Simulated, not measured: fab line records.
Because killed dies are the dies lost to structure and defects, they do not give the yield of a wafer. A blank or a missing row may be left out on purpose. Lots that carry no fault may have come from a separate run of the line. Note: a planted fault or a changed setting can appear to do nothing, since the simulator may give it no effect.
The tool behind it: which one? | flow nand_harc | 10 lots, 30 wafers sampled, at 1 step of a route of 1159

== WHAT EACH GAUGE READ, for each wafer ==
NHARC_P_M0_INSPECT_11.
lot  | measured     | on                | raw_defect_count
L744 | day 6 13:14  | defect_inspect-01 | 6 8 5
L746 | day 6 19:44  | defect_inspect-01 | 5 15 6
L749 | day 8 00:42  | defect_inspect-01 | 5 7 10
L750 | day 8 01:16  | defect_inspect-02 | 1 1 4
L756 | day 9 03:50  | defect_inspect-02 | 1 3 2
L754 | day 9 11:08  | defect_inspect-02 | 5 5 0
L757 | day 9 20:10  | defect_inspect-01 | 0 1 2
L762 | day 11 00:59 | defect_inspect-02 | 6 5 6
L763 | day 11 01:34 | defect_inspect-01 | 4 6 3
L764 | day 11 18:23 | defect_inspect-01 | 8 7 14

== TOOL THAT RAN EACH LOT (tool first, then ch and the chambers of the sampled wafers, then the start) ==
The record shows no process step preceding these readings.

== AS READ BY THE TOOLS THEMSELVES (means over the sampled wafers that have a number; for cases with no such wafer, the mark the record gives instead) ==
The record holds no such reading with a usual standard deviation.

== THE ANSWER, worked out from the rows above alone ==
Rule: usual is defined by the lots themselves. The widest of any qualifying gaps counts: lots, ordered by their means at a reading, are off when they make up no more than a third of the lots, leave a main group of 4 or more, and stand apart from it by 3 or more times the standard deviation of that group's means. A main group whose means are all the same, to the digits that the tables above print for the reading, isn't used. Also off: a lot with no number at a reading for which 4 or more lots have one. All remaining lots with rows at the step are treated as sound. First the gauges in route order, then the tools' own readings, where a lot's mean is used as printed above. At the first step where some lot is off, the reading lying furthest off is the one used; lots without a number count as furthest.
Nothing can be told from this: no lot is off at any reading shown.

== WHAT THE SIMULATOR HAD INSERTED ==
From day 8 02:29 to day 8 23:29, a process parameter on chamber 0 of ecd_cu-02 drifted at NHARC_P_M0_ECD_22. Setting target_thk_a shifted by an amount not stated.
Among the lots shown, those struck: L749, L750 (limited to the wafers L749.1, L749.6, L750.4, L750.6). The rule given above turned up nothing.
